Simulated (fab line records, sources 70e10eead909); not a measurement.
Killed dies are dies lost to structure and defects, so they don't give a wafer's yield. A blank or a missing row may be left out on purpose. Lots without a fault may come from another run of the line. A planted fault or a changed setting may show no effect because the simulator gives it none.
Which tool did it? | flow nand_harc | 12 lots, 36 wafers sampled, at 4 steps of a route of 1159

WHAT THE GAUGES READ, wafer by wafer
NHARC_A_SGD_CUT_INSPECT_25.
lot  | measured     | on                | raw_defect_count
L077 | day 14 14:17 | defect_inspect-02 | 213 274 247
L076 | day 14 14:19 | defect_inspect-02 | 227 231 193
L079 | day 15 04:00 | defect_inspect-02 | 313 322 334
L082 | day 15 19:47 | defect_inspect-01 | 363 429 443
L084 | day 16 11:07 | defect_inspect-01 | 258 348 372
L087 | day 17 07:47 | defect_inspect-01 | 235 241 319
L088 | day 17 18:32 | defect_inspect-01 | 365 287 331
L089 | day 17 18:23 | defect_inspect-02 | 437 362 321
L091 | day 18 03:11 | defect_inspect-02 | 297 534 326
L093 | day 18 15:50 | defect_inspect-01 | 255 391 320
L095 | day 19 04:58 | defect_inspect-02 | 227 259 258
L096 | day 20 02:03 | defect_inspect-01 | 301 623 432

WHICH TOOL RAN EACH LOT (tool, then ch and the chambers of the sampled wafers, then the start)
lot  | NHARC_A_STAIRCASE_DEP_301       | NHARC_A_STAIRCASE_STRIP_475                   | NHARC_A_SGD_CUT_ETCHBACK_24
L077 | pecvd-01 ch 1,2, day 12 05:04   | rie_diel-04 ch 0,1, day 14 14:03 or earlier   | rie_diel-12 ch 0,3, day 14 14:03
L076 | pecvd-02 ch 0,1, day 12 12:03   | rie_diel-04 ch 2,3, day 14 14:04 or earlier   | rie_diel-09 ch 0,1,3, day 14 14:04
L079 | pecvd-01 ch 1,2, day 12 21:40   | rie_diel-08 ch 1,2,3, day 15 03:47 or earlier | rie_diel-09 ch 0,2,3, day 15 03:47
L082 | pecvd-02 ch 0,1,2, day 13 12:04 | rie_diel-08 ch 0,2,3, day 15 12:01            | rie_diel-06 ch 0,2, day 15 19:32
L084 | pecvd-01 ch 0,1, day 13 23:36   | rie_diel-01 ch 0,3, day 16 10:52 or earlier   | rie_diel-12 ch 0,1, day 16 10:52
L087 | pecvd-04 ch 1,2, day 15 02:01   | rie_diel-01 ch 0,3, day 17 07:32 or earlier   | rie_diel-06 ch 1,2, day 17 07:32
L088 | pecvd-04 ch 1,2, day 15 05:04   | rie_diel-08 ch 0,1, day 17 18:18 or earlier   | rie_diel-12 ch 2,3, day 17 18:18
L089 | pecvd-04 ch 0,2, day 15 09:16   | rie_diel-08 ch 1,2,3, day 17 18:08 or earlier | rie_diel-06 ch 0,2, day 17 18:08
L091 | pecvd-02 ch 0,1, day 15 22:31   | rie_diel-01 ch 0,1,3, day 18 02:57 or earlier | rie_diel-09 ch 0,1,2, day 18 02:57
L093 | pecvd-04 ch 0,1, day 16 10:50   | rie_diel-01 ch 0,2,3, day 18 15:35 or earlier | rie_diel-09 ch 0,1,2, day 18 15:35
L095 | pecvd-02 ch 0,2, day 16 19:56   | rie_diel-01 ch 0,3, day 19 04:44 or earlier   | rie_diel-12 ch 1,2, day 19 04:44
L096 | pecvd-01 ch 1,2, day 17 17:26   | rie_diel-01 ch 0,2,3, day 20 01:49 or earlier | rie_diel-09 ch 0,2, day 20 01:49
- NHARC_A_STAIRCASE_DEP_301: deposits SiON, target thk 30 nm.
- NHARC_A_STAIRCASE_STRIP_475: strips in O2, time 20 s.
- NHARC_A_SGD_CUT_ETCHBACK_24: etches the open film in CH3F/O2, target depth 50 nm, time 92.857 s.

THE ANSWER, worked out from the rows above alone
Rule: what is usual is taken from the lots themselves. Put in order of their means at a reading, lots are off if they are a third of the lots or fewer, leave a main group of 4 or more, and stand apart from it by a gap of 3 or more times the standard deviation of the main group's means; of several such gaps the widest counts. A main group whose means are all the same, to the digits that the tables above print for the reading, isn't used. A lot without any number at a reading at which 4 lots or more have one is off too. The other lots that the step has rows for count as sound.
No lot is off at any reading shown: from this, nothing can be told.

WHAT THE SIMULATOR HAD PUT IN
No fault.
